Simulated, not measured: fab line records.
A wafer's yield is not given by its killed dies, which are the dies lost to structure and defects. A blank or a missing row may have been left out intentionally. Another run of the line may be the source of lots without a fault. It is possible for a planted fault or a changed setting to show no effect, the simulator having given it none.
fab line records	flow nand-harc
record lots=24	wafers=72	last-day=33
route steps=1302 shown A_STAIRCASE@885 A_SGD_CUT@907 A_SLIT@922 A_WL_FILL@953
lots with no fault: from the same line, run without faults
start-h: hours from the record's first day to the start of the lot's first wafer shown	wait-h: hours since the lot's step before	" same as the row above	L1.1+2: one row covering several wafers at once	- value missing, or start not given	* or withheld: withheld	< > ~ a bound
route shown NAME@n: names a module that has steps shown in the file, with the first one's number in the route	usual: the fault-free wafers' mean and standard deviation	same: alike in all rows	chamber/n: place in a boat	sites: each site's reading	_std_site: their standard deviation	_edge_site: inner sites' mean taken away from outer sites' mean	radius-mm: for every site, how far away it sits from the centre of the wafer	mask NAME#n: copy n	behind: the most recent tool/chamber to have shaped the wafer	hold: why the lot was held/for how many hours/how that ended	device: whichever transistor did not switch (one of n, p or np)	end of line: the tests these same wafers got at the end of their route	a step without rows: its recipe alone	killed: count of dies lost to structure and defects at first sort (not the wafer's yield)	map: the dies of a wafer, with x for killed, . for not killed, _ for no die there
set.NAME: setting as actually run; set.NAME@STEP: the setting as run at that earlier step	model.NAME: the simulator's own value behind a step, which no gauge read
route steps across a sampled set of lots; one table per step, one row per wafer
services: when a tool's chamber went out of use (start-h, in hours from the record's first day, below 0 if earlier), for how many hours, and the reason
## steps
# step NHARC_A_STAIRCASE_DEP_471
# recipe target-thk-a=1000	temp-c=400	pressure-torr=6.5	rf-w=900	teos-flow-sccm=161.4	flow-sccm=2650	target-thk-nm=100	gas=O2	material=SiO2
# usual heater-power-outer-w=310/49	heater-power-w=558/63	throttle-valve-pct=15.9/0.84
lot.wafer	tool	chamber	start-h	wait-h	heater-power-outer-w	heater-power-w	throttle-valve-pct
L074.3	pecvd-04	0	424.48	-	324	600	17.1
L074.5	"	2	"	"	302	499	16.1
L074.4	"	0	"	"	321	604	17.7
L075.1	pecvd-02	1	451.88	-	246	523	14.8
L075.2	"	2	"	"	234	452	16.0
L075.5	"	2	"	"	235	467	15.8
L076.2	pecvd-03	1	451.98	-	331	595	16.2
L076.5	"	0	"	"	227	438	14.9
L076.6	"	1	"	"	331	593	16.3
L077.1	pecvd-04	1	464.52	-	328	544	16.5
L077.4	"	1	"	"	334	554	16.7
L077.5	"	2	"	"	368	581	15.8
L078.3	pecvd-02	0	474.79	-	296	523	15.4
L078.5	"	2	"	"	263	486	15.7
L078.6	"	0	"	"	300	507	15.2
L079.4	pecvd-02	0	494.15	-	322	554	15.7
L079.5	"	1	"	"	327	639	14.8
L079.6	"	2	"	"	296	542	16.1
L080.3	pecvd-03	1	499.70	-	359	650	16.4
L080.4	"	0	"	"	163	362	15.2
L080.6	"	1	"	"	377	641	16.1
L081.1	pecvd-04	2	514.71	-	346	552	15.7
L081.4	"	1	"	"	311	538	16.4
L081.5	"	2	"	"	352	560	15.8
L082.2	pecvd-02	1	515.01	-	296	589	14.9
L082.3	"	2	"	"	294	552	15.7
L082.1	"	0	"	"	298	512	15.3
L083.3	pecvd-04	2	535.20	-	424	657	15.9
L083.1	"	0	"	"	282	579	16.8
L083.6	"	2	"	"	422	653	15.7
L085.3	pecvd-04	2	546.78	-	414	646	16.0
L085.2	"	0	"	"	326	646	17.1
L085.6	"	0	"	"	339	642	16.7
L084.2	pecvd-03	0	547.22	-	261	485	15.2
L084.1	"	2	"	"	305	504	17.1
L084.5	"	2	"	"	313	501	17.0
L086.1	pecvd-02	1	549.43	-	309	612	15.1
L086.6	"	2	"	"	235	480	15.9
L086.4	"	0	"	"	336	563	15.2
L087.3	pecvd-02	1	565.93	-	336	625	15.2
L087.4	"	0	"	"	252	438	15.4
L087.6	"	2	"	"	296	551	16.1
L088.5	pecvd-02	1	577.97	-	279	560	15.1
L088.4	"	2	"	"	261	508	16.0
L088.6	"	0	"	"	302	531	15.4
L089.1	pecvd-04	2	586.11	-	419	647	16.1
L089.2	"	1	"	"	331	551	16.7
L089.4	"	0	"	"	294	605	17.1
L090.3	pecvd-04	1	589.19	-	363	587	16.7
L090.4	"	1	"	"	360	595	16.6
L090.5	"	2	"	"	383	609	16.2
L091.1	pecvd-02	2	624.83	-	243	481	16.0
L091.5	"	2	"	"	248	496	15.7
L091.4	"	1	"	"	310	610	14.4
L092.2	pecvd-03	0	624.87	-	266	481	15.4
L092.1	"	1	"	"	353	628	16.5
L092.3	"	2	"	"	374	575	17.3
L093.1	pecvd-02	2	636.52	-	263	511	15.9
L093.4	"	2	"	"	266	523	15.8
L093.5	"	0	"	"	352	574	15.3
L094.3	pecvd-02	0	640.98	-	343	574	15.4
L094.5	"	0	"	"	337	560	15.1
L094.6	"	1	"	"	251	513	14.4
L095.2	pecvd-02	2	659.03	-	246	503	15.8
L095.6	"	0	"	"	343	565	14.9
L095.4	"	1	"	"	328	630	14.4
L097.2	pecvd-02	2	666.86	-	304	562	16.0
L097.1	"	1	"	"	352	665	14.3
L097.6	"	2	"	"	302	569	16.3
L096.1	pecvd-04	0	667.11	-	212	483	17.3
L096.2	"	1	"	"	294	514	16.6
L096.5	"	0	"	"	216	492	17.3
# step NHARC_A_SGD_CUT_ETCH_15
# recipe target-depth-a=750	time-s=64.3	ch3f-flow-sccm=50	o2-flow-sccm=30	ar-flow-sccm=200	rf-w=500	bias-w=100	chemistry=CH3F/O2
# usual chamber-pressure-mTorr=25.000/0.024	drypump-motor-current-A=5.59/0.28	oes-product-au=0.960/0.022	rf-vpp-V=263.5/1.7	showerhead-plenum-p-Torr=2.43/0.089	throttle-valve-pct=20.663/0.0088
# same time-s=64.3
lot.wafer	tool	chamber	start-h	wait-h	chamber-pressure-mTorr	drypump-motor-current-A	oes-product-au	rf-hours-counter-h	rf-vpp-V	showerhead-plenum-p-Torr	throttle-valve-pct
L074.3	rie-diel-09	0	-	-	25.008	5.41	0.974	6	264.3	2.51	20.647
L074.4	"	1	"	"	25.026	5.56	0.972	6	261.8	2.29	20.668
L074.5	"	0	"	"	25.013	5.40	0.979	-	264.8	2.51	20.657
L075.1	rie-diel-09	2	-	-	24.970	6.05	0.941	9	263.1	2.46	20.666
L075.2	"	3	"	"	24.977	5.87	0.974	9	265.6	2.54	20.681
L075.5	"	0	"	"	24.997	5.38	0.987	-	264.1	2.51	20.667
L076.2	rie-diel-11	3	-	-	24.978	6.03	0.959	1	262.8	2.32	20.667
L076.5	"	0	"	"	25.024	5.67	0.972	-	264.4	2.41	20.665
L076.6	"	1	"	"	24.985	5.59	0.999	-	264.8	2.59	20.663
L077.1	rie-diel-11	3	-	-	24.999	6.03	0.971	2	262.0	2.32	20.670
L077.4	"	1	"	"	25.016	5.60	0.975	2	265.0	2.59	20.661
L077.5	"	3	"	"	25.056	6.03	0.974	-	261.1	2.32	20.659
L078.3	rie-diel-09	3	-	-	24.991	5.88	0.917	10	266.4	2.54	20.658
L078.5	"	0	"	"	25.004	5.43	0.939	-	264.7	2.50	20.657
L078.6	"	1	"	"	25.013	5.61	0.935	-	262.0	2.29	20.670
L079.4	rie-diel-10	3	-	-	24.988	5.78	0.967	5	262.9	2.38	20.664
L079.6	"	1	"	"	25.010	5.12	0.963	-	262.6	2.35	20.657
L079.5	"	2	"	"	24.984	5.58	0.973	-	262.8	2.42	20.667
L080.3	rie-diel-10	3	-	-	25.020	5.76	0.920	5	262.8	2.38	20.676
L080.4	"	3	"	"	24.963	5.74	0.925	-	262.1	2.38	20.656
L080.6	"	1	"	"	24.979	5.09	0.934	-	261.7	2.35	20.677
L082.1	rie-diel-09	2	-	-	25.013	6.01	0.978	1	263.4	2.46	20.664
L082.2	"	3	"	"	24.986	5.86	0.972	1	263.3	2.54	20.652
L082.3	"	0	"	"	24.937	5.41	0.972	1	263.3	2.50	20.667
L081.4	rie-diel-11	0	-	-	24.984	5.62	0.931	4	263.8	2.41	20.661
L081.1	"	1	"	"	25.027	5.59	0.935	4	267.8	2.59	20.666
L081.5	"	1	"	"	24.977	5.60	0.929	-	265.9	2.59	20.655
L083.3	rie-diel-10	1	-	-	24.984	5.08	0.981	9	260.0	2.35	20.662
L083.1	"	3	"	"	24.994	5.74	0.968	9	264.1	2.38	20.663
L083.6	"	1	"	"	25.017	5.11	0.970	-	262.1	2.35	20.662
L085.3	rie-diel-10	3	-	-	25.055	5.72	0.961	11	262.5	2.38	20.679
L085.2	"	1	"	"	25.008	5.09	0.990	10	262.6	2.35	20.650
L085.6	"	0	"	"	25.042	5.28	0.977	-	265.5	2.52	20.669
L084.2	rie-diel-11	2	-	-	24.984	5.27	0.978	5	264.2	2.40	20.671
L084.1	"	0	"	"	24.958	5.60	0.950	5	262.5	2.41	20.673
L084.5	"	3	"	"	24.991	6.03	0.961	-	261.4	2.32	20.674
L086.4	rie-diel-09	1	-	-	25.050	5.57	0.966	4	260.5	2.29	20.640
L086.1	"	2	"	"	25.001	6.01	0.976	3	264.5	2.46	20.678
L086.6	"	0	"	"	25.034	5.39	0.975	-	265.8	2.50	20.661
L087.4	rie-diel-10	0	-	-	25.026	5.26	0.991	10	264.5	2.52	20.661
L087.3	"	1	"	"	24.987	5.08	0.976	11	262.5	2.35	20.669
L087.6	"	1	"	"	25.014	5.08	0.973	-	262.6	2.35	20.662
L088.4	rie-diel-10	0	-	-	25.018	5.26	0.937	10	265.8	2.52	20.668
L088.5	"	2	"	"	24.959	5.54	0.924	-	261.5	2.41	20.659
L088.6	"	3	"	"	25.041	5.77	0.928	-	264.1	2.38	20.670
L089.4	rie-diel-10	1	-	-	24.992	5.08	0.971	13	262.3	2.35	20.678
L089.1	"	3	"	"	24.997	5.72	0.969	15	263.1	2.38	20.667
L089.2	"	0	"	"	24.966	5.28	0.963	12	265.7	2.51	20.673
L090.3	rie-diel-11	0	-	-	24.983	5.60	0.930	7	263.2	2.41	20.660
L090.4	"	1	"	"	25.023	5.57	0.938	7	266.4	2.59	20.647
L090.5	"	0	"	"	24.992	5.61	0.937	-	263.6	2.41	20.666
L091.4	rie-diel-11	0	-	-	24.988	5.59	0.985	1	262.0	2.41	20.653
L091.1	"	3	"	"	25.015	6.04	0.950	1	261.9	2.32	20.658
L091.5	"	1	"	"	24.974	5.61	0.996	-	265.6	2.59	20.672
L092.3	rie-diel-09	3	-	-	24.999	5.89	0.982	8	264.9	2.54	20.656
L092.2	"	1	"	"	24.983	5.59	0.958	7	260.3	2.29	20.669
L092.1	"	2	"	"	25.003	6.04	0.946	8	264.0	2.46	20.666
L093.4	rie-diel-11	0	-	-	25.013	5.64	0.981	2	261.9	2.41	20.656
L093.1	"	1	"	"	25.007	5.55	0.987	2	265.9	2.59	20.673
L093.5	"	1	"	"	25.008	5.58	0.990	-	265.3	2.59	20.652
L094.3	rie-diel-09	0	-	-	24.986	5.39	0.947	8	263.8	2.50	20.660
L094.6	"	1	"	"	24.953	5.55	0.937	-	261.2	2.29	20.666
L094.5	"	2	"	"	25.031	6.01	0.958	-	264.1	2.46	20.665
L095.2	rie-diel-11	0	-	-	24.968	5.60	0.965	3	263.9	2.41	20.659
L095.4	"	2	"	"	25.010	5.28	0.955	3	261.9	2.40	20.664
L095.6	"	0	"	"	24.988	5.61	0.975	-	262.8	2.41	20.659
L096.2	rie-diel-10	0	-	-	25.021	5.31	0.959	3	264.9	2.51	20.682
L096.1	"	3	"	"	24.976	5.73	0.958	7	262.8	2.38	20.662
L096.5	"	1	"	"	25.021	5.10	0.961	-	260.7	2.35	20.678
L097.1	rie-diel-11	1	-	-	24.980	5.57	0.933	4	266.8	2.59	20.668
L097.2	"	3	"	"	25.003	6.04	0.922	4	261.5	2.32	20.661
L097.6	"	1	"	"	25.013	5.57	0.939	-	265.8	2.59	20.643
# step NHARC_A_SLIT_DEP_25
# recipe target-thk-a=2000	temp-c=400	pressure-torr=6.5	rf-w=900	teos-flow-sccm=161.4	flow-sccm=2650	target-thk-nm=200	gas=O2	material=SiO2
# usual heater-power-outer-w=300/54	heater-power-w=553/85	throttle-valve-pct=16.6/0.61
lot.wafer	tool	chamber	start-h	wait-h	heater-power-outer-w	heater-power-w	throttle-valve-pct
L074.3	pecvd-01	0	433.32	0.1	399	774	17.5
L074.4	"	1	"	"	281	529	16.0
L074.5	"	2	"	"	179	385	17.2
L075.2	pecvd-01	2	463.38	0.1	178	389	17.3
L075.1	"	0	"	"	301	638	17.4
L075.5	"	0	"	"	312	651	17.6
L076.2	pecvd-03	1	463.47	0.1	322	578	16.2
L076.6	"	0	"	"	251	464	14.9
L076.5	"	1	"	"	335	568	16.2
L077.1	pecvd-01	1	472.85	0.1	265	510	16.2
L077.4	"	0	"	"	376	732	17.2
L077.5	"	1	"	"	277	531	16.0
L078.3	pecvd-01	0	483.76	0.1	373	702	17.3
L078.5	"	1	"	"	219	452	16.4
L078.6	"	2	"	"	238	481	17.3
L079.6	pecvd-03	1	502.18	0.2	368	629	16.3
L079.4	"	2	"	"	321	511	17.3
L079.5	"	0	"	"	236	454	15.1
L080.3	pecvd-01	1	508.49	0.1	349	593	15.9
L080.6	"	0	"	"	314	621	17.2
L080.4	"	1	"	"	336	612	15.8
L082.3	pecvd-04	2	523.15	0.1	360	569	15.8
L082.1	"	0	"	"	348	642	17.1
L082.2	"	1	"	"	290	499	16.2
L081.1	pecvd-03	0	523.23	0.1	229	425	14.9
L081.4	"	1	"	"	294	561	16.1
L081.5	"	2	"	"	307	501	17.0
L083.3	pecvd-01	1	543.35	0.1	313	571	16.2
L083.1	"	2	"	"	236	465	16.4
L083.6	"	2	"	"	243	466	16.5
L085.3	pecvd-04	0	555.14	0.1	278	580	16.8
L085.2	"	2	"	"	354	564	16.1
L085.6	"	0	"	"	289	603	17.1
L084.1	pecvd-01	1	555.16	0.1	319	570	16.2
L084.2	"	2	"	"	274	508	16.5
L084.5	"	0	"	"	313	625	17.1
L086.1	pecvd-01	0	555.43	0.3	305	627	17.0
L086.6	"	1	"	"	315	574	16.2
L086.4	"	0	"	"	329	628	16.9
L087.3	pecvd-01	2	575.83	0.1	256	481	16.8
L087.4	"	2	"	"	253	491	16.6
L087.6	"	0	"	"	358	686	17.0
L088.5	pecvd-01	1	589.36	0.2	303	569	16.3
L088.4	"	2	"	"	215	433	16.4
L088.6	"	0	"	"	311	618	17.1
L089.1	pecvd-04	1	594.51	0.1	363	597	16.6
L089.2	"	0	"	"	321	625	16.9
L089.4	"	1	"	"	369	595	16.3
L090.3	pecvd-03	1	594.70	0.3	325	596	16.2
L090.4	"	0	"	"	234	437	15.5
L090.5	"	1	"	"	341	609	16.2
L092.1	pecvd-01	1	633.16	0.1	234	474	16.1
L092.2	"	2	"	"	264	502	16.7
L092.3	"	0	"	"	330	650	17.1
L091.1	pecvd-01	2	633.39	0.3	288	515	16.8
L091.5	"	2	"	"	183	382	16.7
L091.4	"	0	"	"	360	673	17.2
L093.1	pecvd-01	1	645.17	0.1	301	560	16.3
L093.5	"	1	"	"	315	573	16.2
L093.4	"	2	"	"	266	506	16.7
L094.3	pecvd-04	0	649.51	0.2	260	529	17.8
L094.5	"	2	"	"	378	594	15.9
L094.6	"	1	"	"	299	538	16.4
L095.2	pecvd-01	0	667.16	0.1	362	683	17.5
L095.4	"	1	"	"	337	593	16.3
L095.6	"	2	"	"	276	517	16.7
L096.1	pecvd-04	2	679.00	0.1	346	565	16.3
L096.2	"	1	"	"	335	573	16.3
L096.5	"	1	"	"	331	582	16.1
L097.2	pecvd-03	2	679.06	0.1	309	494	17.2
L097.1	"	1	"	"	394	677	16.6
L097.6	"	1	"	"	416	702	16.5
# step NHARC_A_SLIT_OVL_MEAS_10
# usual overlay-x-nm=0.3/1	overlay-y-nm=-0.2/0.91
lot.wafer	tool	chamber	start-h	wait-h	overlay-x-nm	overlay-y-nm
L074.3	overlay-02	-	442.30	-	0.7	-1.8
L074.4	"	-	"	"	0.5	-2.0
L074.5	"	-	"	"	0.6	-1.8
L075.1	overlay-01	-	468.66	-	0.2	0.7
L075.2	"	-	"	"	-0.3	0.6
L075.5	"	-	"	"	-0.8	0.5
L076.2	overlay-02	-	469.59	-	0.1	-1.1
L076.5	"	-	"	"	0.4	-0.9
L076.6	"	-	"	"	0.2	-0.9
L077.1	overlay-01	-	478.61	-	1.0	0.3
L077.4	"	-	"	"	0.7	0.2
L077.5	"	-	"	"	0.0	0.2
L078.3	overlay-02	-	491.43	-	2.0	-0.8
L078.5	"	-	"	"	1.5	-0.7
L078.6	"	-	"	"	1.6	-0.3
L079.4	overlay-01	-	508.06	-	0.0	0.2
L079.5	"	-	"	"	-0.4	-0.2
L079.6	"	-	"	"	0.2	-0.4
L080.3	overlay-01	-	513.20	-	-1.3	-0.8
L080.4	"	-	"	"	-0.4	-0.4
L080.6	"	-	"	"	-0.9	0.1
L082.1	overlay-01	-	529.23	-	0.7	-0.1
L082.2	"	-	"	"	1.0	-0.4
L082.3	"	-	"	"	1.2	0.4
L081.1	overlay-02	-	529.42	-	0.5	-0.9
L081.4	"	-	"	"	0.9	-1.1
L081.5	"	-	"	"	1.1	-1.0
L083.1	overlay-01	-	548.08	-	-0.3	-0.8
L083.3	"	-	"	"	-1.0	0.0
L083.6	"	-	"	"	0.2	-1.0
L084.1	overlay-02	-	560.08	-	-0.8	0.1
L084.2	"	-	"	"	-0.8	0.5
L084.5	"	-	"	"	-0.8	0.6
L085.2	overlay-02	-	561.13	-	0.1	-0.9
L085.3	"	-	"	"	-0.2	-0.5
L085.6	"	-	"	"	0.3	-0.3
L086.1	overlay-01	-	563.79	-	1.2	-1.1
L086.4	"	-	"	"	0.8	-0.8
L086.6	"	-	"	"	1.0	-1.1
L087.3	overlay-02	-	580.70	-	1.5	1.3
L087.4	"	-	"	"	1.9	1.1
L087.6	"	-	"	"	1.8	1.3
L088.4	overlay-02	-	594.01	-	0.7	0.2
L088.5	"	-	"	"	0.2	-0.2
L088.6	"	-	"	"	0.6	-0.1
L089.1	overlay-01	-	600.95	-	1.0	-0.2
L089.2	"	-	"	"	1.5	0.1
L089.4	"	-	"	"	0.6	0.2
L090.3	overlay-02	-	602.60	-	1.3	1.2
L090.4	"	-	"	"	1.1	1.2
L090.5	"	-	"	"	1.4	1.4
L092.1	overlay-02	-	638.29	-	-1.7	0.2
L092.2	"	-	"	"	-1.8	-0.1
L092.3	"	-	"	"	-1.6	0.1
L091.1	overlay-01	-	638.46	-	0.0	-1.9
L091.4	"	-	"	"	-0.1	-1.4
L091.5	"	-	"	"	0.2	-1.7
L093.1	overlay-02	-	650.06	-	0.9	0.0
L093.4	"	-	"	"	0.6	-0.2
L093.5	"	-	"	"	1.5	-0.2
L094.3	overlay-02	-	654.34	-	-1.4	-0.9
L094.5	"	-	"	"	-1.6	-1.0
L094.6	"	-	"	"	-1.1	-0.7
L095.2	overlay-02	-	671.98	-	1.5	1.1
L095.4	"	-	"	"	1.4	1.0
L095.6	"	-	"	"	1.7	0.8
L096.1	overlay-02	-	683.88	-	0.7	1.4
L096.2	"	-	"	"	0.6	1.4
L096.5	"	-	"	"	0.8	1.0
L097.1	overlay-02	-	684.45	-	-1.3	-1.1
L097.2	"	-	"	"	-1.4	-0.2
L097.6	"	-	"	"	-1.3	-0.9
# step NHARC_A_SLIT_CD_MEAS_21
# usual cd-nm=289.3/0.9
lot.wafer	tool	chamber	start-h	wait-h	cd-nm
L074.3	cd-sem-02	-	448.96	-	289.6
L074.4	"	-	"	"	291.2
L074.5	"	-	"	"	290.0
L075.1	cd-sem-03	-	475.00	-	288.2
L075.2	"	-	"	"	288.6
L075.5	"	-	"	"	288.0
L076.2	cd-sem-03	-	478.64	-	290.3
L076.5	"	-	"	"	288.9
L076.6	"	-	"	"	290.0
L077.1	cd-sem-01	-	485.55	-	287.7
L077.4	"	-	"	"	288.3
L077.5	"	-	"	"	287.6
L078.3	cd-sem-03	-	497.90	-	289.4
L078.5	"	-	"	"	289.7
L078.6	"	-	"	"	290.6
L079.4	cd-sem-03	-	514.51	-	288.9
L079.5	"	-	"	"	288.7
L079.6	"	-	"	"	289.2
L080.3	cd-sem-02	-	522.42	-	290.7
L080.4	"	-	"	"	288.9
L080.6	"	-	"	"	289.6
L082.1	cd-sem-03	-	535.84	-	288.9
L082.2	"	-	"	"	289.5
L082.3	"	-	"	"	288.2
L081.1	cd-sem-01	-	536.50	-	289.8
L081.4	"	-	"	"	289.2
L081.5	"	-	"	"	289.7
L083.1	cd-sem-03	-	554.51	-	289.0
L083.3	"	-	"	"	288.8
L083.6	"	-	"	"	288.4
L084.1	cd-sem-02	-	566.41	-	287.0
L084.2	"	-	"	"	287.1
L084.5	"	-	"	"	289.2
L085.2	cd-sem-01	-	567.53	-	289.2
L085.3	"	-	"	"	288.4
L085.6	"	-	"	"	288.6
L086.1	cd-sem-01	-	571.36	-	290.3
L086.4	"	-	"	"	289.2
L086.6	"	-	"	"	289.9
L087.3	cd-sem-03	-	587.09	-	289.6
L087.4	"	-	"	"	288.4
L087.6	"	-	"	"	288.2
L088.4	cd-sem-02	-	601.05	-	290.3
L088.5	"	-	"	"	289.6
L088.6	"	-	"	"	289.9
L089.1	cd-sem-02	-	607.50	-	290.6
L089.2	"	-	"	"	289.1
L089.4	"	-	"	"	290.0
L090.3	cd-sem-03	-	610.25	-	288.8
L090.4	"	-	"	"	289.6
L090.5	"	-	"	"	289.1
L092.1	cd-sem-01	-	648.14	-	289.5
L092.2	"	-	"	"	290.1
L092.3	"	-	"	"	290.5
L091.1	cd-sem-02	-	648.78	-	288.1
L091.4	"	-	"	"	287.5
L091.5	"	-	"	"	288.7
L093.1	cd-sem-02	-	656.51	-	290.0
L093.4	"	-	"	"	290.5
L093.5	"	-	"	"	289.9
L094.3	cd-sem-03	-	660.77	-	290.2
L094.5	"	-	"	"	289.2
L094.6	"	-	"	"	291.2
L095.2	cd-sem-03	-	678.33	-	290.4
L095.4	"	-	"	"	289.4
L095.6	"	-	"	"	291.0
L096.1	cd-sem-03	-	690.42	-	291.0
L096.2	"	-	"	"	289.9
L096.5	"	-	"	"	289.5
L097.1	cd-sem-02	-	691.11	-	288.4
L097.2	"	-	"	"	290.1
L097.6	"	-	"	"	288.5
# step NHARC_A_WL_FILL_RTA_01
# recipe temp-c=1000	time-s=5
# usual lamp-power-pct=30.9/1.8	lamp_zone_4_pct=30.9/1.8	wafer_temp_C_max=1004.2/1.2
# same time-s=5
lot.wafer	tool	chamber	start-h	wait-h	lamp-power-pct	lamp_zone_4_pct	wafer_temp_C_max
L074.3	rtp-anneal-02	0	458.29	-	29.0	29.0	1004.1
L074.4	"	0	"	"	29.0	29.0	1004.3
L074.5	"	0	"	"	29.0	29.0	1006.2
L075.1	rtp-anneal-02	0	482.00	-	29.0	29.0	1005.1
L075.2	"	0	"	"	29.0	29.0	1005.4
L075.5	"	0	"	"	29.0	29.1	1003.9
L076.2	rtp-anneal-01	0	485.57	-	32.5	32.5	1003.8
L076.5	"	0	"	"	32.5	32.6	1003.1
L076.6	"	0	"	"	32.6	32.6	1004.1
L077.1	rtp-anneal-02	0	492.66	-	29.0	29.1	1004.8
L077.4	"	0	"	"	29.1	29.0	1003.6
L077.5	"	0	"	"	29.0	29.0	1004.1
L078.3	rtp-anneal-02	0	504.91	-	29.0	29.0	1005.8
L078.5	"	0	"	"	29.0	29.0	1004.7
L078.6	"	0	"	"	29.0	29.0	1005.2
L079.4	rtp-anneal-01	0	528.24	-	32.6	32.5	1004.0
L079.5	"	0	"	"	32.6	32.6	1004.6
L079.6	"	0	"	"	32.6	32.5	1005.2
L080.3	rtp-anneal-01	0	531.20	-	32.6	32.6	1002.1
L080.4	"	0	"	"	32.6	32.6	1003.4
L080.6	"	0	"	"	32.6	32.6	1002.4
L081.1	rtp-anneal-02	0	542.76	-	29.0	29.0	1004.9
L081.4	"	0	"	"	29.1	29.1	1004.2
L081.5	"	0	"	"	29.0	29.0	1003.9
L082.1	rtp-anneal-01	0	542.93	-	32.5	32.6	1003.5
L082.2	"	0	"	"	32.6	32.7	1003.5
L082.3	"	0	"	"	32.6	32.6	1002.7
L083.1	rtp-anneal-02	0	561.45	-	29.0	29.0	1005.3
L083.3	"	0	"	"	29.0	29.1	1005.3
L083.6	"	0	"	"	29.1	29.0	1005.9
L084.1	rtp-anneal-02	0	573.38	-	29.0	29.0	1005.8
L084.2	"	0	"	"	29.1	29.0	1004.6
L084.5	"	0	"	"	29.1	29.0	1006.5
L085.2	rtp-anneal-01	0	573.58	0.2	32.6	32.6	1002.4
L085.3	"	0	"	"	32.6	32.6	1003.2
L085.6	"	0	"	"	32.6	32.6	1003.5
L086.1	rtp-anneal-01	0	578.27	-	32.6	32.6	1004.5
L086.4	"	0	"	"	32.6	32.6	1003.5
L086.6	"	0	"	"	32.7	32.6	1004.8
L087.3	rtp-anneal-02	0	594.10	-	29.0	29.0	1006.8
L087.4	"	0	"	"	29.0	29.0	1006.4
L087.6	"	0	"	"	29.0	29.0	1006.4
L088.4	rtp-anneal-02	0	608.05	-	29.1	29.0	1008.3
L088.5	"	0	"	"	29.0	29.0	1004.5
L088.6	"	0	"	"	29.0	29.0	1007.8
L089.1	rtp-anneal-01	0	614.40	-	32.6	32.6	1003.3
L089.2	"	0	"	"	32.6	32.6	1004.3
L089.4	"	0	"	"	32.7	32.5	1004.8
L090.3	rtp-anneal-01	0	617.36	-	32.6	32.6	1001.4
L090.4	"	0	"	"	32.6	32.6	1002.5
L090.5	"	0	"	"	32.6	32.6	1002.1
L092.1	rtp-anneal-01	0	655.03	-	32.6	32.6	1002.7
L092.2	"	0	"	"	32.6	32.6	1003.6
L092.3	"	0	"	"	32.6	32.5	1001.6
L091.1	rtp-anneal-01	0	655.37	-	32.5	32.5	1003.7
L091.4	"	0	"	"	32.5	32.6	1003.5
L091.5	"	0	"	"	32.5	32.5	1003.4
L093.1	rtp-anneal-01	0	665.60	-	32.6	32.6	1003.1
L093.4	"	0	"	"	32.6	32.6	1002.5
L093.5	"	0	"	"	32.6	32.5	1003.8
L094.3	rtp-anneal-01	0	667.81	-	32.5	32.6	1003.9
L094.5	"	0	"	"	32.6	32.6	1003.6
L094.6	"	0	"	"	32.5	32.6	1003.7
L095.2	rtp-anneal-02	0	685.31	-	29.0	29.1	1005.6
L095.4	"	0	"	"	29.0	29.0	1004.3
L095.6	"	0	"	"	29.0	29.1	1004.6
L097.1	rtp-anneal-02	0	697.90	-	29.0	29.0	1004.7
L097.2	"	0	"	"	29.0	29.0	1004.8
L097.6	"	0	"	"	29.0	29.0	1003.9
L096.1	rtp-anneal-01	0	697.92	-	32.6	32.6	1002.1
L096.2	"	0	"	"	32.6	32.6	1003.1
L096.5	"	0	"	"	32.6	32.6	1003.8
## services
tool	chamber	start-h	hours	kind
pecvd-02	-	408.10	13.0	pm
rie-diel-10	-	419.50	9.0	pm
rie-diel-11	-	434.47	9.0	pm
pecvd-01	1	444.41	4.9	repair
pecvd-04	-	450.05	13.0	pm
rie-diel-10	0	450.87	10.3	repair
pecvd-01	0	453.14	2.7	repair
rie-diel-11	-	471.98	0.8	repair
pecvd-01	-	492.19	13.0	pm
rie-diel-10	0	500.10	6.0	repair
rie-diel-11	2	501.86	8.8	repair
rie-diel-11	1	524.90	3.3	repair
pecvd-03	-	547.39	13.0	pm
rie-diel-10	0	559.83	3.5	repair
pecvd-02	-	589.10	13.0	pm
rie-diel-10	-	596.51	9.0	pm
pecvd-04	0	610.89	19.1	repair
rie-diel-11	-	611.47	9.0	pm
rie-diel-10	0	628.43	32.5	repair
pecvd-04	-	631.05	13.0	pm
pecvd-01	-	634.89	0.3	repair
pecvd-02	0	665.63	2.0	repair
rie-diel-11	2	666.24	14.1	repair
pecvd-01	-	673.19	13.0	pm
## key
fault none
